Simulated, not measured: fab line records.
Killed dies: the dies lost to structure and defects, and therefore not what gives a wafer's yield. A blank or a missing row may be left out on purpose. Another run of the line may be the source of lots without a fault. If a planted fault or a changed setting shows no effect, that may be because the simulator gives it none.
fab line records	flow n5-finfet	part 1 of 2: steps 1 to 21 of 27
record: lots: 5	wafers: 15	last-day: 17
route steps=1938 shown BEOL_M4@1035
lots that met no fault: from a run of the same line without faults
start-h: hours from the record's first day to the start of the lot's first wafer shown	wait-h: hours from the lot's prior step to this one	" same as the row above	L1.1+2: one row covering several wafers at once	- value missing, or start not given	* or withheld: withheld	< > ~ a bound
route shown NAME@n: names a module that has steps shown in the file, with the first one's number in the route	usual: mean/standard deviation taken from wafers without a fault	same: alike in all rows	chamber/n: place in a boat	sites: the reading at each site	_std_site: how widely they spread, as a standard deviation	_edge_site: the outer-site mean with the inner-site mean subtracted	radius-mm: how far each site lies from the wafer's centre	mask NAME#n: copy n	behind: the most recent tool/chamber to have shaped the wafer	hold: why the lot went on hold/how many hours it stayed there/how the hold came to an end	device: whichever transistor did not switch (one of n, p or np)	end of line: at the end of the route, the tests of the same wafers	a step with no rows: only its recipe	killed: dies lost to structure and defects at the first sort, not the wafer's yield	map: shows each die of a wafer: x if killed, . if not, _ if none is there
set.NAME: the setting the step ran with; set.NAME@STEP: the setting that earlier step ran with	model.NAME: the simulator's own value behind a step, which no gauge read
certain route steps with their lots: each step a table, each wafer a row
services: a tool's chamber out of use, with start hour (start-h, from the record's first day; less than 0 if before it), hours out, and reason
== steps ==
step: N5_BEOL_M4_OVL_MEAS_12
recipe: points-per-wafer: 522
usual: M4_OVL: 0.2/0.59
lot.wafer	tool	chamber	start-h	wait-h	M4_OVL[nm]
L075.1	overlay-01	0	184.81	0.0	0.7
L075.4	"	0	"	"	0.4
L075.5	"	0	"	"	0.5
L081.1	overlay-01	0	220.31	0.0	0.9
L081.3	"	0	"	"	0.2
L081.4	"	0	"	"	-0.4
L085.1	overlay-01	0	229.68	0.0	0.7
L085.5	"	0	"	"	1.1
L085.6	"	0	"	"	1.4
L084.1	overlay-01	0	258.29	0.0	0.2
L084.3	"	0	"	"	1.3
L084.6	"	0	"	"	0.2
L083.1	overlay-01	0	282.84	0.0	-0.8
L083.2	"	0	"	"	0.1
L083.6	"	0	"	"	0.1
step: N5_BEOL_M4_INSPECT_13
recipe: mode: adi	inspect-instrument: brightfield
usual: raw-defect-count: 395/94
lot.wafer	tool	chamber	start-h	wait-h	raw-defect-count
L075.1	defect-inspect-01	-	184.87	0.1	312
L075.4	"	-	"	"	332
L075.5	"	-	"	"	391
L081.1	defect-inspect-02	-	220.37	0.1	435
L081.3	"	-	"	"	370
L081.4	"	-	"	"	306
L085.1	defect-inspect-01	-	229.73	0.1	376
L085.5	"	-	"	"	437
L085.6	"	-	"	"	432
L084.1	defect-inspect-01	-	258.35	0.1	385
L084.3	"	-	"	"	395
L084.6	"	-	"	"	352
L083.1	defect-inspect-01	-	282.90	0.1	390
L083.2	"	-	"	"	297
L083.6	"	-	"	"	445
step: N5_BEOL_M4_DESCUM_16
recipe: chemistry: O2	time-s: 7	source-power-w: 50	bias-power-w: 20	pressure-mtorr: 20	rf-frequency-hz: 2.712e+07	temp-c: 40	resist: CAR-EUV	o2-flow-sccm: 225
usual: drypump-motor-current-A: 5.9/0.45	oes-product-au: 0.81/0.076	rf-vpp-V: 243.4/1.2	showerhead-plenum-p-Torr: 2.10/0.056	throttle-valve-pct: 20.46/0.23
lot.wafer	tool	chamber	start-h	wait-h	drypump-motor-current-A	oes-product-au	rf-hours-counter-h	rf-vpp-V	showerhead-plenum-p-Torr	throttle-valve-pct
L075.1	rie-diel-05	1	184.90	0.0	6.6	0.77	140	243.3	2.10	20.28
L075.4	"	0	"	"	5.7	0.82	75	244.5	2.21	20.52
L075.5	"	3	"	"	6.0	0.82	-	242.5	2.03	20.62
L081.1	rie-diel-05	2	220.41	0.0	6.0	0.72	209	245.7	2.16	20.79
L081.3	"	3	"	"	6.0	0.80	104	242.3	2.02	20.61
L081.4	"	1	"	"	6.6	0.76	151	244.2	2.09	20.28
L085.1	rie-diel-04	1	229.77	0.0	6.2	0.95	6	243.6	2.04	20.17
L085.5	"	3	"	"	5.5	0.90	-	243.3	2.13	20.28
L085.6	"	0	"	"	6.2	0.92	-	244.2	2.14	20.20
L084.1	rie-diel-04	1	258.78	0.4	6.2	0.92	15	242.8	2.04	20.20
L084.3	"	2	"	"	5.6	0.68	209	242.9	2.07	20.74
L084.6	"	3	"	"	5.5	0.88	-	244.1	2.12	20.28
L083.1	rie-diel-04	0	283.16	0.3	6.2	0.88	27	241.8	2.13	20.22
L083.2	"	1	"	"	6.2	0.90	23	243.4	2.04	20.21
L083.6	"	1	"	"	6.3	0.90	-	242.5	2.04	20.20
step: N5_BEOL_M4_ETCH_74
recipe: chemistry: N2/H2	target: underlayer	target-depth-a: 65	mask-material: CAR-EUV	time-s: 5.2	ion-energy-ev: 200	pressure-mtorr: 30	source-w: 840	bias-w: 150	n2-flow-sccm: 200	h2-flow-sccm: 200	ends: cleared
usual: drypump-motor-current-A: 5.9/0.45	etch-rf-on-time-s: 5.19/0.06	oes-product-au: 0.69/0.062	rf-vpp-V: 524.2/2.3	showerhead-plenum-p-Torr: 2.56/0.068	throttle-valve-pct: 17.91/0.24
lot.wafer	tool	chamber	start-h	wait-h	drypump-motor-current-A	etch-rf-on-time-s	oes-product-au	rf-hours-counter-h	rf-vpp-V	showerhead-plenum-p-Torr	throttle-valve-pct
L075.1	rie-diel-05	1	184.94	0.0	6.6	5.22	0.65	140	522.7	2.55	17.81
L075.4	"	0	"	"	5.7	5.18	0.69	75	530.3	2.69	18.03
L075.5	"	3	"	"	6.0	5.11	0.71	-	521.4	2.45	17.97
L081.1	rie-diel-05	2	220.44	0.0	6.1	5.19	0.62	209	523.7	2.62	18.15
L081.3	"	3	"	"	6.0	5.17	0.69	104	523.1	2.45	17.97
L081.4	"	1	"	"	6.6	5.21	0.66	151	523.8	2.55	17.83
L085.1	rie-diel-04	1	229.80	0.0	6.2	5.15	0.81	6	521.9	2.49	17.57
L085.5	"	3	"	"	5.6	5.11	0.75	-	523.3	2.60	17.81
L085.6	"	0	"	"	6.2	5.13	0.78	-	526.9	2.60	17.58
L084.1	rie-diel-04	1	258.81	0.0	6.3	5.21	0.79	15	522.4	2.49	17.59
L084.3	"	2	"	"	5.6	5.33	0.57	209	523.1	2.51	18.23
L084.6	"	3	"	"	5.5	5.26	0.73	-	527.0	2.59	17.82
L083.1	rie-diel-04	0	283.20	0.0	6.2	5.23	0.75	27	524.9	2.60	17.63
L083.2	"	1	"	"	6.3	5.14	0.75	23	522.9	2.48	17.62
L083.6	"	1	"	"	6.2	5.16	0.77	-	519.5	2.48	17.62
step: N5_BEOL_M4_ETCH_63
recipe: chemistry: CF4	target: SiARC	target-depth-a: 156	mask-material: CAR-EUV	time-s: 26	ion-energy-ev: 80	pressure-mtorr: 40	source-w: 545	bias-w: 36	Ar_flow_sccm: 100	cf4-flow-sccm: 100	ends: cleared
usual: drypump-motor-current-A: 5.9/0.44	etch-rf-on-time-s: 26.0/0.3	oes-product-au: 0.69/0.062	rf-vpp-V: 184.2/1.1	showerhead-plenum-p-Torr: 2.15/0.053	throttle-valve-pct: 15.64/0.23
lot.wafer	tool	chamber	start-h	wait-h	drypump-motor-current-A	etch-rf-on-time-s	oes-product-au	rf-hours-counter-h	rf-vpp-V	showerhead-plenum-p-Torr	throttle-valve-pct
L075.1	rie-diel-05	1	184.95	0.0	6.6	25.7	0.67	140	184.8	2.15	15.48
L075.4	"	0	"	"	5.7	26.0	0.70	75	184.6	2.26	15.68
L075.5	"	3	"	"	6.0	25.5	0.69	-	182.6	2.08	15.77
L081.1	rie-diel-05	2	220.46	0.0	6.1	26.0	0.62	209	185.6	2.20	15.95
L081.3	"	3	"	"	6.0	25.9	0.69	104	183.0	2.07	15.76
L081.4	"	1	"	"	6.6	26.1	0.66	151	183.9	2.14	15.48
L085.1	rie-diel-04	1	229.82	0.0	6.2	25.5	0.82	6	184.5	2.10	15.36
L085.5	"	3	"	"	5.5	25.5	0.76	-	185.1	2.19	15.50
L085.6	"	0	"	"	6.2	26.0	0.79	-	183.9	2.19	15.34
L084.1	rie-diel-04	1	258.83	0.0	6.2	25.8	0.78	15	183.5	2.10	15.36
L084.3	"	2	"	"	5.5	26.3	0.59	209	183.5	2.13	15.95
L084.6	"	3	"	"	5.5	25.6	0.74	-	184.6	2.19	15.52
L083.1	rie-diel-04	0	283.22	0.0	6.2	25.9	0.74	27	183.1	2.18	15.36
L083.2	"	1	"	"	6.2	25.6	0.78	23	183.4	2.09	15.37
L083.6	"	1	"	"	6.2	25.8	0.78	-	183.5	2.10	15.39
step: N5_BEOL_M4_ETCH_64
recipe: chemistry: N2/H2	target: SOC	target-depth-a: 750	overetch-a: 225	mask-material: SiARC	temp-c: 40	time-s: 121.9	ion-energy-ev: 200	pressure-mtorr: 30	source-w: 840	bias-w: 150	n2-flow-sccm: 200	h2-flow-sccm: 200
usual: drypump-motor-current-A: 5.9/0.45	oes-product-au: 0.61/0.054	rf-vpp-V: 524.3/2	showerhead-plenum-p-Torr: 2.56/0.069	throttle-valve-pct: 17.87/0.24
lot.wafer	tool	chamber	start-h	wait-h	drypump-motor-current-A	oes-product-au	rf-hours-counter-h	rf-vpp-V	showerhead-plenum-p-Torr	throttle-valve-pct
L075.1	rie-diel-05	1	184.98	0.0	6.6	0.59	140	525.8	2.55	17.77
L075.4	"	0	"	"	5.7	0.62	75	526.9	2.69	17.95
L075.5	"	3	"	"	6.0	0.62	-	520.2	2.45	17.92
L081.1	rie-diel-05	2	220.49	0.0	6.0	0.55	209	525.6	2.62	18.11
L081.3	"	3	"	"	6.0	0.61	104	521.8	2.45	17.96
L081.4	"	1	"	"	6.6	0.58	151	523.5	2.55	17.79
L085.1	rie-diel-04	1	229.85	0.0	6.3	0.71	7	521.8	2.49	17.54
L085.5	"	3	"	"	5.6	0.68	-	523.5	2.60	17.77
L085.6	"	0	"	"	6.2	0.68	-	526.4	2.60	17.55
L084.1	rie-diel-04	1	258.86	0.0	6.3	0.70	15	522.8	2.49	17.55
L084.3	"	2	"	"	5.5	0.53	209	522.0	2.51	18.18
L084.6	"	3	"	"	5.5	0.66	-	524.9	2.59	17.78
L083.1	rie-diel-04	0	283.24	0.0	6.2	0.66	27	524.5	2.60	17.58
L083.2	"	1	"	"	6.2	0.68	23	522.1	2.48	17.58
L083.6	"	1	"	"	6.2	0.68	-	523.0	2.48	17.57
step: N5_BEOL_M4_STRIP_65
recipe: chemistry: N2/H2	temp-c: 40	n2-flow-sccm: 200	h2-flow-sccm: 200	rf-frequency-hz: 6e+07
lot.wafer	tool	chamber	start-h	wait-h
L075.1+4+5	rie-diel-05	1,0,3	185.10	0.1
L081.1+3+4	rie-diel-05	2,3,1	220.60	0.1
L085.1+5+6	rie-diel-04	1,3,0	229.96	0.1
L084.1+3+6	rie-diel-04	1,2,3	258.97	0.1
L083.1+2+6	rie-diel-04	0,1,1	283.36	0.1
step: N5_BEOL_M4_STRIP_75
recipe: chemistry: N2/H2	temp-c: 40	n2-flow-sccm: 200	h2-flow-sccm: 200	rf-frequency-hz: 6e+07
lot.wafer	tool	chamber	start-h	wait-h
L075.1+4+5	rie-diel-05	1,0,3	185.11	0.0
L081.1+3+4	rie-diel-05	2,3,1	220.61	0.0
L085.1+5+6	rie-diel-04	1,3,0	229.97	0.0
L084.1+3+6	rie-diel-04	1,2,3	258.98	0.0
L083.1+2+6	rie-diel-04	0,1,1	283.37	0.0
step: N5_BEOL_M4_STRIP_66
recipe: chemistry: CF4	resist: SiARC	power-w: 300	bias-power-w: 75	pressure-mtorr: 50	cf4-flow-sccm: 150	rf-frequency-hz: 6e+07
usual: drypump-motor-current-A: 5.9/0.44	oes-product-au: 0.80/0.069	rf-vpp-V: 271.3/1.2	showerhead-plenum-p-Torr: 1.80/0.045	throttle-valve-pct: 13.60/0.24
lot.wafer	tool	chamber	start-h	wait-h	drypump-motor-current-A	oes-product-au	rf-hours-counter-h	rf-vpp-V	showerhead-plenum-p-Torr	throttle-valve-pct
L075.1	rie-diel-05	1	185.12	0.0	6.6	0.77	140	270.7	1.80	13.48
L075.4	"	0	"	"	5.7	0.81	75	273.6	1.89	13.61
L075.5	"	3	"	"	5.9	0.80	-	271.3	1.74	13.72
L081.1	rie-diel-05	2	220.62	0.0	6.0	0.72	209	273.9	1.84	13.93
L081.3	"	3	"	"	6.0	0.79	104	269.6	1.73	13.76
L081.4	"	1	"	"	6.6	0.76	151	270.7	1.79	13.51
L085.1	rie-diel-04	1	229.98	0.0	6.2	0.93	7	269.6	1.76	13.28
L085.5	"	3	"	"	5.5	0.87	-	271.1	1.83	13.46
L085.6	"	0	"	"	6.2	0.90	-	272.4	1.83	13.29
L084.1	rie-diel-04	1	258.99	0.0	6.2	0.91	15	271.8	1.76	13.31
L084.3	"	2	"	"	5.5	0.69	209	272.5	1.78	13.92
L084.6	"	3	"	"	5.5	0.86	-	271.8	1.83	13.46
L083.1	rie-diel-04	0	283.38	0.0	6.2	0.86	27	271.6	1.83	13.33
L083.2	"	1	"	"	6.2	0.88	23	270.0	1.76	13.32
L083.6	"	1	"	"	6.3	0.90	-	270.6	1.76	13.31
step: N5_BEOL_M4_HM_OPEN_17
recipe: chemistry: Cl2/BCl3	target-depth-a: 200	overetch-a: 60	target: TiN	mask-material: SOC	ion-energy-ev: 150	pressure-mtorr: 10	icp-w: 1000	bias-w: 126	Cl2_flow_sccm: 53.25	bcl3-flow-sccm: 21.75	Ar_flow_sccm: 25
usual: drypump-motor-current-A: 5.94/0.12	mfc-cl2-sccm: 53.27/0.15	oes-product-au: 0.70/0.077	throttle-valve-pct: 21.98/0.24
lot.wafer	tool	chamber	start-h	wait-h	drypump-motor-current-A	mfc-cl2-sccm	oes-product-au	rf-hours-counter-h	throttle-valve-pct
L075.1	rie-metal-02	0	185.16	0.0	6.15	53.52	0.67	43	22.38
L075.4	"	0	"	"	6.12	53.44	0.67	-	22.35
L075.5	"	1	"	"	5.78	53.13	0.66	-	21.83
L081.1	rie-metal-02	1	220.66	0.0	5.79	53.34	0.66	39	21.82
L081.3	"	0	"	"	6.16	53.47	0.67	-	22.37
L081.4	"	1	"	"	5.85	53.38	0.66	-	21.84
L085.1	rie-metal-02	1	230.02	0.0	5.82	53.41	0.66	39	21.84
L085.5	"	1	"	"	5.81	53.38	0.66	-	21.84
L085.6	"	0	"	"	6.18	53.27	0.67	-	22.37
L084.1	rie-metal-01	1	259.03	0.0	5.92	53.17	0.72	22	21.79
L084.3	"	1	"	"	5.90	53.08	0.72	-	21.77
L084.6	"	1	"	"	5.89	53.16	0.72	-	21.79
L083.1	rie-metal-03	1	283.42	0.0	5.95	53.39	0.75	14	21.86
L083.2	"	1	"	"	5.96	53.22	0.75	-	21.85
L083.6	"	1	"	"	5.94	53.29	0.74	-	21.85
step: N5_BEOL_M4_STRIP_19
recipe: chemistry: O2	power-w: 400	temp-c: 40	pressure-mtorr: 30	rf-frequency-hz: 6e+07	bias-power-w: 0	overash-fraction: 0.2	o2-flow-sccm: 225
usual: drypump-motor-current-A: 5.8/0.48	oes-product-au: 0.79/0.076	rf-vpp-V: 3.6/0.46	showerhead-plenum-p-Torr: 2.10/0.053	throttle-valve-pct: 16.73/0.24
lot.wafer	tool	chamber	start-h	wait-h	drypump-motor-current-A	oes-product-au	rf-hours-counter-h	rf-vpp-V	showerhead-plenum-p-Torr	throttle-valve-pct
L075.1	rie-diel-05	2	185.27	0.1	6.0	0.73	197	3.1	2.17	17.01
L075.4	"	1	"	"	6.6	0.77	140	3.6	2.10	16.54
L075.5	"	1	"	"	6.6	0.78	-	3.5	2.10	16.55
L081.1	rie-diel-04	1	220.77	0.1	6.2	0.96	4	3.9	2.05	16.38
L081.3	"	2	"	"	5.5	0.70	198	3.2	2.08	16.97
L081.4	"	2	"	"	5.5	0.69	-	3.5	2.08	17.00
L085.1	rie-diel-05	1	230.13	0.1	6.6	0.77	155	3.4	2.10	16.57
L085.5	"	3	"	"	6.0	0.80	-	3.0	2.02	16.87
L085.6	"	2	"	"	6.0	0.72	-	3.2	2.17	17.06
L084.1	rie-diel-01	3	259.14	0.1	5.2	0.73	158	2.8	2.09	17.00
L084.3	"	1	"	"	5.6	0.72	200	3.9	2.09	16.96
L084.6	"	2	"	"	5.0	0.96	-	4.5	2.15	16.29
L083.1	rie-diel-01	0	283.84	0.4	6.5	0.82	92	3.4	2.03	16.62
L083.2	"	1	"	"	5.7	0.72	209	3.6	2.09	16.99
L083.6	"	0	"	"	6.5	0.82	-	4.0	2.03	16.63
step: N5_BEOL_M4_CD_MEAS_18
recipe: pitch-nm: 36	target-cd-nm: 18
usual: cd-nm: 18.0/0.31
lot.wafer	tool	chamber	start-h	wait-h	cd-nm
L075.1	cd-sem-03	-	185.34	0.0	18.0
L075.4	"	-	"	"	17.6
L075.5	"	-	"	"	17.3
L081.1	cd-sem-02	-	220.84	0.0	17.6
L081.3	"	-	"	"	18.1
L081.4	"	-	"	"	18.1
L085.1	cd-sem-03	-	230.20	0.0	18.0
L085.5	"	-	"	"	18.9
L085.6	"	-	"	"	18.3
L084.1	cd-sem-03	-	259.21	0.0	17.6
L084.3	"	-	"	"	17.8
L084.6	"	-	"	"	18.3
L083.1	cd-sem-01	-	283.91	0.0	17.5
L083.2	"	-	"	"	17.7
L083.6	"	-	"	"	17.6
step: N5_BEOL_M4_COAT_67
recipe: resist: SOC	temp-c: 250	time-s: 60	spin-rpm: 1500	resist-thk-nm: 60
usual: plate-temp-C: 249.99/0.19
lot.wafer	tool	chamber	start-h	wait-h	plate-temp-C
L075.1	litho-track-02	0	185.37	0.0	249.94
L075.4	"	0	"	"	250.25
L075.5	"	0	"	"	250.43
L081.1	litho-track-02	0	220.88	0.0	250.25
L081.3	"	0	"	"	250.00
L081.4	"	0	"	"	250.15
L085.1	litho-track-01	0	230.24	0.0	250.08
L085.5	"	0	"	"	250.11
L085.6	"	0	"	"	250.15
L084.1	litho-track-01	0	259.25	0.0	249.74
L084.3	"	0	"	"	250.08
L084.6	"	0	"	"	249.96
L083.1	litho-track-02	0	283.95	0.0	250.05
L083.2	"	0	"	"	249.98
L083.6	"	0	"	"	250.14
step: N5_BEOL_M4_COAT_68
recipe: resist: SiARC	temp-c: 220	time-s: 60	spin-rpm: 1500	resist-thk-nm: 12
usual: plate-temp-C: 219.98/0.14
lot.wafer	tool	chamber	start-h	wait-h	plate-temp-C
L075.1	litho-track-02	0	-	-	219.78
L075.4	"	0	"	"	219.94
L075.5	"	0	"	"	219.87
L081.1	litho-track-02	0	-	-	220.07
L081.3	"	0	"	"	220.23
L081.4	"	0	"	"	219.90
L085.1	litho-track-01	0	-	-	220.07
L085.5	"	0	"	"	220.09
L085.6	"	0	"	"	219.99
L084.1	litho-track-01	0	-	-	219.98
L084.3	"	0	"	"	220.22
L084.6	"	0	"	"	220.09
L083.1	litho-track-02	0	-	-	220.09
L083.2	"	0	"	"	220.29
L083.6	"	0	"	"	219.99
step: N5_BEOL_M4_COAT_76
recipe: resist: underlayer	temp-c: 205	time-s: 60	spin-rpm: 1500	resist-thk-nm: 5
usual: plate-temp-C: 205.03/0.19
lot.wafer	tool	chamber	start-h	wait-h	plate-temp-C
L075.1	litho-track-02	0	-	-	204.98
L075.4	"	0	"	"	205.08
L075.5	"	0	"	"	205.09
L081.1	litho-track-02	0	-	-	205.13
L081.3	"	0	"	"	205.40
L081.4	"	0	"	"	205.24
L085.1	litho-track-01	0	-	-	204.83
L085.5	"	0	"	"	204.91
L085.6	"	0	"	"	205.05
L084.1	litho-track-01	0	-	-	204.97
L084.3	"	0	"	"	204.97
L084.6	"	0	"	"	205.13
L083.1	litho-track-02	0	-	-	204.88
L083.2	"	0	"	"	205.02
L083.6	"	0	"	"	205.04
step: N5_BEOL_M4_COAT_22
recipe: resist: CAR-EUV	spin-rpm: 1500	resist-thk-nm: 30
lot.wafer	tool	chamber	start-h	wait-h
L075.1+4+5	litho-track-02	0	-	-
L081.1+3+4	litho-track-02	0	-	-
L085.1+5+6	litho-track-01	0	-	-
L084.1+3+6	litho-track-01	0	-	-
L083.1+2+6	litho-track-02	0	-	-
step: N5_BEOL_M4_EBR_24
recipe: solvent: PGMEA	ebr-width-mm: 1.5
lot.wafer	tool	chamber	start-h	wait-h
L075.1+4+5	litho-track-02	0	-	-
L081.1+3+4	litho-track-02	0	-	-
L085.1+5+6	litho-track-01	0	-	-
L084.1+3+6	litho-track-01	0	-	-
L083.1+2+6	litho-track-02	0	-	-
step: N5_BEOL_M4_SOFTBAKE_23
recipe: temp-c: 110	time-s: 60	resist: CAR-EUV
usual: plate-temp-C: 110.02/0.11
lot.wafer	tool	chamber	start-h	wait-h	plate-temp-C
L075.1	litho-track-02	0	-	-	110.07
L075.4	"	0	"	"	109.85
L075.5	"	0	"	"	110.01
L081.1	litho-track-02	0	-	-	110.15
L081.3	"	0	"	"	110.35
L081.4	"	0	"	"	110.26
L085.1	litho-track-01	0	-	-	109.96
L085.5	"	0	"	"	110.03
L085.6	"	0	"	"	109.92
L084.1	litho-track-01	0	-	-	109.96
L084.3	"	0	"	"	110.08
L084.6	"	0	"	"	109.91
L083.1	litho-track-02	0	-	-	109.96
L083.2	"	0	"	"	110.17
L083.6	"	0	"	"	110.02
step: N5_BEOL_M4_EXPOSE_25
recipe: mask-id: V3	na: 0.33	source-shape: quasar	sigma-inner: 0.2	sigma-outer: 0.8	polarization: unpolarized	defocus-nm: 5	dose-mj: 63
lot.wafer	tool	chamber	start-h	wait-h	mask
L075.1+4+5	euv-scanner-02	0	185.51	-	V3#0
L081.1+3+4	euv-scanner-01	0	221.14	-	V3#0
L085.1+5+6	euv-scanner-02	0	230.50	-	V3#0
L084.1+3+6	euv-scanner-02	0	259.39	-	V3#0
L083.1+2+6	euv-scanner-02	0	284.21	-	V3#0
step: N5_BEOL_M4_PEB_26
recipe: peb-temp-c: 100	peb-time-s: 60	resist: CAR-EUV
usual: plate-temp-C: 100.00/0.13
lot.wafer	tool	chamber	start-h	wait-h	plate-temp-C
L075.1	litho-track-03	0	185.59	0.1	100.10
L075.4	"	0	"	"	99.99
L075.5	"	0	"	"	99.79
L081.1	litho-track-02	0	221.22	0.1	100.36
L081.3	"	0	"	"	100.30
L081.4	"	0	"	"	99.95
L085.1	litho-track-03	0	230.58	0.1	100.14
L085.5	"	0	"	"	100.27
L085.6	"	0	"	"	99.99
L084.1	litho-track-01	0	259.46	0.1	99.99
L084.3	"	0	"	"	100.06
L084.6	"	0	"	"	99.93
L083.1	litho-track-03	0	284.29	0.1	99.78
L083.2	"	0	"	"	99.85
L083.6	"	0	"	"	99.84
step: N5_BEOL_M4_DEVELOP_27
recipe: develop-time-s: 30	developer: TMAH	resist: CAR-EUV	rinse-liquid: surfactant-rinse	dry: air-spin	dev-temp-c: 23
lot.wafer	tool	chamber	start-h	wait-h
L075.1+4+5	litho-track-03	0	-	-
L081.1+3+4	litho-track-02	0	-	-
L085.1+5+6	litho-track-03	0	-	-
L084.1+3+6	litho-track-01	0	-	-
L083.1+2+6	litho-track-03	0	-	-
